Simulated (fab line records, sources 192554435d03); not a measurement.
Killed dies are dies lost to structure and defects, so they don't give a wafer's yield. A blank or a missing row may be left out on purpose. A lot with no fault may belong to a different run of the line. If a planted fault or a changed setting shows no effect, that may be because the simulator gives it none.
Which tool is to blame? ; flow n5-finfet ; 72 wafers from 24 lots sampled at 6 of the route's 1938 steps

## WHAT THE GAUGES SHOWED, per wafer
The record holds no reading of a measuring or inspecting step that can be judged against a usual standard deviation.

## EACH LOT AND THE TOOL THAT RAN IT (in order: tool; ch and the chambers of the sampled wafers; start)
lot;N5_BEOL_M8_DEGAS_44;N5_BEOL_M9_DESCUM_16;N5_BEOL_M9_STRIP_67;N5_BEOL_M9_ETCH_41;N5_BEOL_M9_SPUTTER_48;N5_BEOL_M9_ANNEAL_51
L075;pvd-sputter-02, day 12 03:26;rie-diel-03 ch 0,1,3, day 12 08:10;rie-diel-03 ch 0,1,3, day 12 08:24;rie-diel-03 ch 1,2,3, day 12 13:49 or earlier;pvd-sputter-01, day 12 13:49;rtp-anneal-01 ch 0, day 12 14:50
L074;pvd-sputter-01, day 12 07:22;rie-diel-02 ch 1,2,3, day 12 12:46;rie-diel-02 ch 1,2,3, day 12 13:00;rie-diel-06 ch 0,2,3, day 12 18:24 or earlier;pvd-sputter-02, day 12 18:24;rtp-anneal-02 ch 0, day 12 18:43
L076;pvd-sputter-02, day 12 20:11;rie-diel-03 ch 0,1,3, day 13 01:11;rie-diel-03 ch 0,1,3, day 13 01:25;rie-diel-02 ch 0,3, day 13 05:20 or earlier;pvd-sputter-01, day 13 05:20;rtp-anneal-02 ch 0, day 13 05:35
L077;pvd-sputter-02, day 13 04:19;rie-diel-02 ch 0,1, day 13 08:48;rie-diel-02 ch 0,1, day 13 09:02;rie-diel-03 ch 0,2,3, day 13 12:26 or earlier;pvd-sputter-02, day 13 12:26;rtp-anneal-01 ch 0, day 13 13:28
L080;pvd-sputter-01, day 13 12:25;rie-diel-02 ch 0,2,3, day 13 18:03;rie-diel-02 ch 0,2,3, day 13 18:17;rie-diel-06 ch 0,1,3, day 13 20:44 or earlier;pvd-sputter-01, day 13 20:44;rtp-anneal-02 ch 0, day 13 21:07
L081;pvd-sputter-03, day 13 16:01;rie-diel-03 ch 0,1,2, day 13 20:42;rie-diel-03 ch 0,1,2, day 13 20:56;rie-diel-06 ch 0,2,3, day 14 02:13 or earlier;pvd-sputter-01, day 14 02:13;rtp-anneal-02 ch 0, day 14 02:50
L079;pvd-sputter-01, day 14 00:06;rie-diel-06 ch 0,2,3, day 14 05:56;rie-diel-06 ch 0,2,3, day 14 06:10;rie-diel-06 ch 1,2,3, day 14 11:49 or earlier;pvd-sputter-01, day 14 11:49;rtp-anneal-01 ch 0, day 14 12:27
L078;pvd-sputter-03, day 14 04:16;rie-diel-06 ch 0,1,3, day 14 10:47;rie-diel-06 ch 0,1,3, day 14 11:01;rie-diel-06 ch 1,2,3, day 14 15:26 or earlier;pvd-sputter-03, day 14 15:26;rtp-anneal-02 ch 0, day 14 16:04
L082;pvd-sputter-02, day 14 05:25;rie-diel-06 ch 0,1, day 14 11:18;rie-diel-06 ch 0,1, day 14 11:32;rie-diel-06 ch 0,1, day 14 15:02 or earlier;pvd-sputter-03, day 14 15:02;rtp-anneal-01 ch 0, day 14 15:25
L083;pvd-sputter-02, day 14 11:01;rie-diel-06 ch 0,1,2, day 14 14:44;rie-diel-06 ch 0,1,2, day 14 14:58;rie-diel-02 ch 0,1,3, day 14 18:19 or earlier;pvd-sputter-02, day 14 18:19;rtp-anneal-02 ch 0, day 14 18:35
L085;pvd-sputter-01, day 14 19:56;rie-diel-03 ch 0,2,3, day 15 00:08;rie-diel-03 ch 0,2,3, day 15 00:22;rie-diel-02 ch 1,2,3, day 15 03:20 or earlier;pvd-sputter-03, day 15 03:20;rtp-anneal-02 ch 0, day 15 06:17
L086;pvd-sputter-01, day 15 00:30;rie-diel-03 ch 0,2,3, day 15 07:40;rie-diel-03 ch 0,2,3, day 15 07:53;rie-diel-06 ch 0,2,3, day 15 11:23 or earlier;pvd-sputter-01, day 15 11:23;rtp-anneal-01 ch 0, day 15 11:44
L084;pvd-sputter-01, day 15 10:47;rie-diel-02 ch 2,3, day 15 14:44;rie-diel-02 ch 2,3, day 15 14:58;rie-diel-06 ch 0,2, day 15 18:26 or earlier;pvd-sputter-02, day 15 18:26;rtp-anneal-01 ch 0, day 15 18:52
L088;pvd-sputter-03, day 15 17:24;rie-diel-06 ch 1,2,3, day 15 21:47;rie-diel-06 ch 1,2,3, day 15 22:01;rie-diel-03 ch 0,3, day 16 04:26 or earlier;pvd-sputter-03, day 16 04:26;rtp-anneal-02 ch 0, day 16 04:46
L089;pvd-sputter-03, day 15 18:07;rie-diel-06 ch 0,2,3, day 15 23:07;rie-diel-06 ch 0,2,3, day 15 23:20;rie-diel-06 ch 0,1,3, day 16 04:41 or earlier;pvd-sputter-01, day 16 04:41;rtp-anneal-02 ch 0, day 16 05:16
L087;pvd-sputter-03, day 15 21:42;rie-diel-02 ch 0,2,3, day 16 03:52;rie-diel-02 ch 0,2,3, day 16 04:05;rie-diel-03 ch 1,3, day 16 07:20 or earlier;pvd-sputter-01, day 16 07:20;rtp-anneal-01 ch 0, day 16 07:41
L091;pvd-sputter-01, day 15 23:31;rie-diel-03 ch 0,2,3, day 16 06:46;rie-diel-03 ch 0,2,3, day 16 06:59;rie-diel-06 ch 0,1,2, day 16 10:26 or earlier;pvd-sputter-01, day 16 10:26;rtp-anneal-02 ch 0, day 16 10:40
L090;pvd-sputter-03, day 16 21:37;rie-diel-06 ch 0,2,3, day 17 04:54;rie-diel-06 ch 0,2,3, day 17 05:08;rie-diel-03 ch 1,2,3, day 17 09:47 or earlier;pvd-sputter-03, day 17 09:47;rtp-anneal-02 ch 0, day 17 10:04
L093;pvd-sputter-02, day 17 06:51;rie-diel-03 ch 0,1,3, day 17 11:49;rie-diel-03 ch 0,1,3, day 17 12:03;rie-diel-02 ch 0,2,3, day 17 15:49 or earlier;pvd-sputter-03, day 17 15:49;rtp-anneal-02 ch 0, day 17 16:04
L094;pvd-sputter-01, day 17 07:16;rie-diel-06 ch 1,2,3, day 17 12:13;rie-diel-06 ch 1,2,3, day 17 12:27;rie-diel-06 ch 0,1,2, day 17 17:43 or earlier;pvd-sputter-02, day 17 17:43;rtp-anneal-01 ch 0, day 17 18:15
L092;pvd-sputter-01, day 17 15:14;rie-diel-03 ch 0,3, day 17 18:35;rie-diel-03 ch 0,3, day 17 18:49;rie-diel-06 ch 1,3, day 17 22:03 or earlier;pvd-sputter-03, day 17 22:03;rtp-anneal-02 ch 0, day 17 22:17
L097;pvd-sputter-02, day 18 01:03;rie-diel-03 ch 0,1,3, day 18 06:18;rie-diel-03 ch 0,1,3, day 18 06:32;rie-diel-03 ch 0,2,3, day 18 12:50 or earlier;pvd-sputter-02, day 18 12:50;rtp-anneal-02 ch 0, day 18 13:04
L096;pvd-sputter-02, day 18 01:08;rie-diel-03 ch 1,2,3, day 18 06:03;rie-diel-03 ch 1,2,3, day 18 06:17;rie-diel-02 ch 0,1,3, day 18 13:41 or earlier;pvd-sputter-03, day 18 13:41;rtp-anneal-02 ch 0, day 18 14:16
L095;pvd-sputter-03, day 19 07:38;rie-diel-06 ch 0,1,3, day 19 12:30;rie-diel-06 ch 0,1,3, day 19 12:44;rie-diel-02 ch 0,2, day 19 19:08 or earlier;pvd-sputter-01, day 19 19:08;rtp-anneal-01 ch 0, day 19 19:25
- N5_BEOL_M8_DEGAS_44: time 60 s.
- N5_BEOL_M9_DESCUM_16: chemistry O2, time 7.9 s.
- N5_BEOL_M9_STRIP_67: strips in CF4.
- N5_BEOL_M9_ETCH_41: etches SiCN in CH3F/O2, target depth 36.6 nm, time 70.1 s.
- N5_BEOL_M9_SPUTTER_48: material Cu, target thk 12 nm, time 2 s.
- N5_BEOL_M9_ANNEAL_51: time 90 s.

## AS READ BY THE TOOLS THEMSELVES (means over the sampled wafers that have a number; for cases with no such wafer, the mark the record gives instead)
N5_BEOL_M8_DEGAS_44.
lot;tool;heater-power-w (W)
L075;pvd-sputter-02;335
L074;pvd-sputter-01;326
L076;pvd-sputter-02;404
L077;pvd-sputter-02;386
L080;pvd-sputter-01;327
L081;pvd-sputter-03;303
L079;pvd-sputter-01;329
L078;pvd-sputter-03;315
L082;pvd-sputter-02;315
L083;pvd-sputter-02;364
L085;pvd-sputter-01;335
L086;pvd-sputter-01;326
L084;pvd-sputter-01;329
L088;pvd-sputter-03;307
L089;pvd-sputter-03;313
L087;pvd-sputter-03;315
L091;pvd-sputter-01;321
L090;pvd-sputter-03;318
L093;pvd-sputter-02;316
L094;pvd-sputter-01;331
L092;pvd-sputter-01;326
L097;pvd-sputter-02;346
L096;pvd-sputter-02;337
L095;pvd-sputter-03;315

N5_BEOL_M9_DESCUM_16.
lot;tool;drypump-motor-current-A (A);oes-product-au (a.u.);rf-vpp-V (V);showerhead-plenum-p-Torr (Torr);throttle-valve-pct (%)
L075;rie-diel-03;5.7;0.79;243.6;2.15;20.50
L074;rie-diel-02;5.7;0.75;242.5;2.04;20.49
L076;rie-diel-03;5.7;0.78;243.8;2.15;20.51
L077;rie-diel-02;5.7;0.89;243.0;2.05;20.44
L080;rie-diel-02;5.8;0.80;242.8;2.06;20.58
L081;rie-diel-03;6.0;0.88;243.5;2.16;20.43
L079;rie-diel-06;5.6;0.81;243.1;2.07;20.12
L078;rie-diel-06;5.7;0.87;243.1;2.08;20.15
L082;rie-diel-06;6.0;0.84;243.5;2.11;20.22
L083;rie-diel-06;5.6;0.86;243.8;2.11;20.07
L085;rie-diel-03;5.8;0.81;243.4;2.16;20.22
L086;rie-diel-03;5.9;0.82;244.8;2.16;20.23
L084;rie-diel-02;5.8;0.72;242.4;2.09;20.66
L088;rie-diel-06;5.4;0.88;242.5;2.08;20.04
L089;rie-diel-06;5.6;0.81;243.2;2.07;20.14
L087;rie-diel-02;5.8;0.78;242.4;2.05;20.61
L091;rie-diel-03;5.9;0.80;243.5;2.15;20.23
L090;rie-diel-06;5.6;0.80;243.1;2.06;20.14
L093;rie-diel-03;5.7;0.84;243.6;2.14;20.42
L094;rie-diel-06;5.4;0.86;243.4;2.07;20.05
L092;rie-diel-03;5.8;0.77;244.5;2.13;20.27
L097;rie-diel-03;5.7;0.84;244.1;2.14;20.43
L096;rie-diel-03;5.7;0.84;244.2;2.17;20.41
L095;rie-diel-06;5.7;0.83;243.9;2.07;20.20

N5_BEOL_M9_STRIP_67.
lot;tool;drypump-motor-current-A (A);oes-product-au (a.u.);rf-vpp-V (V);showerhead-plenum-p-Torr (Torr);throttle-valve-pct (%)
L075;rie-diel-03;5.7;0.77;272.0;1.83;13.60
L074;rie-diel-02;5.6;0.74;270.0;1.74;13.54
L076;rie-diel-03;5.7;0.77;272.3;1.83;13.62
L077;rie-diel-02;5.7;0.87;269.9;1.75;13.42
L080;rie-diel-02;5.8;0.80;270.4;1.74;13.52
L081;rie-diel-03;6.0;0.86;271.3;1.83;13.43
L079;rie-diel-06;5.6;0.81;269.9;1.79;13.41
L078;rie-diel-06;5.7;0.86;272.1;1.78;13.35
L082;rie-diel-06;6.0;0.83;271.3;1.79;13.32
L083;rie-diel-06;5.7;0.85;271.5;1.80;13.26
L085;rie-diel-03;5.9;0.80;272.6;1.85;13.43
L086;rie-diel-03;5.9;0.80;272.6;1.85;13.43
L084;rie-diel-02;5.8;0.72;270.6;1.76;13.61
L088;rie-diel-06;5.4;0.86;271.2;1.79;13.31
L089;rie-diel-06;5.6;0.80;270.1;1.78;13.44
L087;rie-diel-02;5.8;0.78;269.3;1.73;13.56
L091;rie-diel-03;5.8;0.79;271.8;1.85;13.44
L090;rie-diel-06;5.6;0.79;270.5;1.78;13.45
L093;rie-diel-03;5.7;0.82;272.0;1.83;13.50
L094;rie-diel-06;5.4;0.85;271.9;1.78;13.33
L092;rie-diel-03;5.8;0.77;270.7;1.81;13.45
L097;rie-diel-03;5.7;0.82;272.0;1.82;13.51
L096;rie-diel-03;5.7;0.84;272.6;1.85;13.53
L095;rie-diel-06;5.7;0.81;270.2;1.77;13.43

N5_BEOL_M9_ETCH_41.
lot;tool;bias-w (W);drypump-motor-current-A (A);oes-product-au (a.u.);rf-vpp-V (V);showerhead-plenum-p-Torr (Torr);throttle-valve-pct (%)
L075;rie-diel-03;75.00;5.7;0.80;298.9;2.08;16.38
L074;rie-diel-06;74.94;5.6;0.83;297.1;2.00;16.13
L076;rie-diel-02;75.19;5.8;0.88;297.0;2.00;16.30
L077;rie-diel-03;74.78;5.9;0.83;297.9;2.07;16.09
L080;rie-diel-06;75.26;5.7;0.87;297.7;1.99;16.10
L081;rie-diel-06;75.14;5.6;0.82;297.1;2.00;16.15
L079;rie-diel-06;75.19;5.4;0.89;297.9;2.01;16.07
L078;rie-diel-06;75.39;5.4;0.88;296.5;2.01;16.07
L082;rie-diel-06;74.92;5.8;0.92;296.8;2.02;15.99
L083;rie-diel-02;75.02;5.7;0.79;296.8;1.99;16.31
L085;rie-diel-02;75.07;5.7;0.73;295.6;1.94;16.35
L086;rie-diel-06;74.89;5.6;0.80;296.9;1.99;16.18
L084;rie-diel-06;74.83;5.9;0.77;297.1;2.01;16.13
L088;rie-diel-03;74.99;5.8;0.80;297.4;2.03;16.11
L089;rie-diel-06;75.07;5.7;0.85;297.0;1.99;16.13
L087;rie-diel-03;75.04;5.6;0.91;298.9;2.07;16.36
L091;rie-diel-06;74.86;5.6;0.84;298.2;2.02;16.06
L090;rie-diel-03;75.03;5.7;0.85;298.5;2.07;16.28
L093;rie-diel-02;74.94;5.8;0.78;296.1;1.95;16.42
L094;rie-diel-06;74.85;5.7;0.83;297.5;2.02;16.07
L092;rie-diel-06;74.87;5.5;0.90;297.1;1.99;16.06
L097;rie-diel-03;75.14;5.8;0.79;298.0;2.05;16.16
L096;rie-diel-02;75.22;5.7;0.77;297.5;1.98;16.35
L095;rie-diel-02;75.04;5.7;0.76;293.8;1.88;16.51

N5_BEOL_M9_SPUTTER_48.
lot;tool;throttle-valve-pct (%)
L075;pvd-sputter-01;30.3
L074;pvd-sputter-02;30.2
L076;pvd-sputter-01;30.6
L077;pvd-sputter-02;30.4
L080;pvd-sputter-01;30.5
L081;pvd-sputter-01;30.3
L079;pvd-sputter-01;30.4
L078;pvd-sputter-03;31.2
L082;pvd-sputter-03;30.6
L083;pvd-sputter-02;29.9
L085;pvd-sputter-03;29.9
L086;pvd-sputter-01;30.6
L084;pvd-sputter-02;30.4
L088;pvd-sputter-03;30.0
L089;pvd-sputter-01;30.4
L087;pvd-sputter-01;30.8
L091;pvd-sputter-01;30.7
L090;pvd-sputter-03;30.9
L093;pvd-sputter-03;30.1
L094;pvd-sputter-02;30.3
L092;pvd-sputter-03;31.0
L097;pvd-sputter-02;30.4
L096;pvd-sputter-03;30.4
L095;pvd-sputter-01;30.4

N5_BEOL_M9_ANNEAL_51.
lot;tool;wafer_temp_C_max
L075;rtp-anneal-01;225.76
L074;rtp-anneal-02;225.79
L076;rtp-anneal-02;225.87
L077;rtp-anneal-01;226.01
L080;rtp-anneal-02;225.93
L081;rtp-anneal-02;226.04
L079;rtp-anneal-01;226.06
L078;rtp-anneal-02;225.83
L082;rtp-anneal-01;226.01
L083;rtp-anneal-02;225.97
L085;rtp-anneal-02;225.64
L086;rtp-anneal-01;226.29
L084;rtp-anneal-01;225.98
L088;rtp-anneal-02;225.75
L089;rtp-anneal-02;226.01
L087;rtp-anneal-01;226.13
L091;rtp-anneal-02;225.93
L090;rtp-anneal-02;225.69
L093;rtp-anneal-02;225.78
L094;rtp-anneal-01;226.10
L092;rtp-anneal-02;225.90
L097;rtp-anneal-02;225.87
L096;rtp-anneal-02;225.80
L095;rtp-anneal-01;226.29

## THE ANSWER, worked out from the rows above alone
Rule: the usual values come from the lots themselves. The widest of any qualifying gaps counts: lots, ordered by their means at a reading, are off when they make up no more than a third of the lots, leave a main group of 4 or more, and stand apart from it by 3 or more times the standard deviation of that group's means. The tables above print the reading to a certain number of digits; a main group whose means all agree to those digits is not used. Also off: a lot with no number at a reading for which 4 or more lots have one. Any other lot the step has rows for is counted as sound. Order of review: gauges by route order, followed by the tools' own readings, for which a lot's mean as printed above is used. The first step at which some lot is off is used, and at that step the reading that is off furthest; a lot without a number counts as furthest.
None of the lots is off at any reading shown; this tells nothing.

## WHAT THE SIMULATOR PUT IN
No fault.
